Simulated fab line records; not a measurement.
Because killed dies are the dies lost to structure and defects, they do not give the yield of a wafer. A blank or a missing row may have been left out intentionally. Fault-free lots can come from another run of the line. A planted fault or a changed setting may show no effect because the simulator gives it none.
Chamber matching    flow nandHarc    NHARC_P_ZERO_WELL_ETCH_63 on rieSi-05: 4 sister chambers
The step etches the open film in HBr/Cl2, target depth 120 nm, time 40.1 s. 4 wafers are shown with their chamber, then 7 later ones without.

## WAFERS, EACH WITH ITS CHAMBER
wafer   chamber  oesProductAu (a.u.)
L089.1  3        1.005
L089.2  2        1.005
L091.1  0        1.013
L091.3  1        0.990

## WAFERS WHOSE CHAMBER IS MISSING
wafer   oesProductAu (a.u.)
L091.5  1.018
L093.1  0.991
L093.3  1.000
L093.5  1.012
L097.1  1.013
L097.5  0.978
L097.6  1.014

## CHAMBER TAKEN BY EACH
wafer   from the rows above                in truth
L091.5  can't be placed: 0 or 2 or 3       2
L093.1  1                                  1
L093.3  can't be placed: 2 or 3 or 1 or 0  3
L093.5  can't be placed: 0 or 2 or 3       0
L097.1  can't be placed: 0 or 2 or 3       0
L097.5  1                                  1
L097.6  can't be placed: 0 or 2 or 3       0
Placed correctly: 2 of 7. These rows do not allow placing 5 (true chamber among the candidates in 5). 0 placed wrongly.
How it was worked out, from the rows above alone: a wafer's distance from a chamber is the root of the sum, over the readings, of the square of ((its reading less the chamber's mean) divided by the reading's scatter). The wafer belongs to the nearest chamber; if the next one is less than 2 further off, it can't be placed. For every chamber, the mean is computed from those of its wafers that are shown. The scatter: root of mean squared gap, hidden wafer to nearest shown wafer, with one shown wafer a chamber.
